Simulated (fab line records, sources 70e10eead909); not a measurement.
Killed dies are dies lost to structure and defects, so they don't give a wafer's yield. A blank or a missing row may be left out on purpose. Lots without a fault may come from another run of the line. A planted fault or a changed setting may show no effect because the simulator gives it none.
Chamber matching | flow nand_harc | NHARC_A_STAIRCASE_DESCUM_443 on rie_diel-13: 4 sister chambers
The step chemistry O2, time 3 s. 8 wafers are shown with their chamber, then 7 later ones without.

WAFERS WITH THEIR CHAMBER
wafer  | chamber | drypump_motor_current_A (A) | showerhead_plenum_p_Torr (Torr)
L924.1 | 1       | 6.1                         | 2.06
L929.3 | 0       | 5.5                         | 1.96
L929.5 | 1       | 6.0                         | 2.06
L931.1 | 2       | 6.0                         | 1.88
L931.5 | 2       | 6.0                         | 1.88
L931.6 | 3       | 5.2                         | 1.93
L935.1 | 0       | 5.5                         | 1.95
L935.3 | 3       | 5.2                         | 1.92

WAFERS WITHOUT THEIR CHAMBER
wafer  | drypump_motor_current_A (A) | showerhead_plenum_p_Torr (Torr)
L935.4 | 6.1                         | 2.05
L937.2 | 6.0                         | 1.88
L937.4 | 6.1                         | 2.05
L937.6 | 5.2                         | 1.92
L940.1 | 6.1                         | 1.87
L940.3 | 5.5                         | 1.94
L940.6 | 6.1                         | 2.04

WHICH CHAMBER EACH WENT THROUGH
wafer  | from the rows above | in truth
L935.4 | 1                   | 1
L937.2 | 2                   | 2
L937.4 | 1                   | 1
L937.6 | 3                   | 3
L940.1 | 2                   | 2
L940.3 | 0                   | 0
L940.6 | 1                   | 1
Placed correctly: 7 of 7. Can't be placed from these rows: 0. Placed wrongly: 0.
How it was worked out, from the rows above alone: a wafer's distance from a chamber is the root of the sum, over the readings, of the square of ((its reading less the chamber's mean) divided by the reading's scatter). The wafer belongs to the nearest chamber; if the next one is less than 2 further off, it can't be placed. A chamber's mean is the mean of its shown wafers. The scatter: the root of (the sum of the squares of (reading less its chamber's mean) over the shown wafers, divided by (wafers less chambers)).
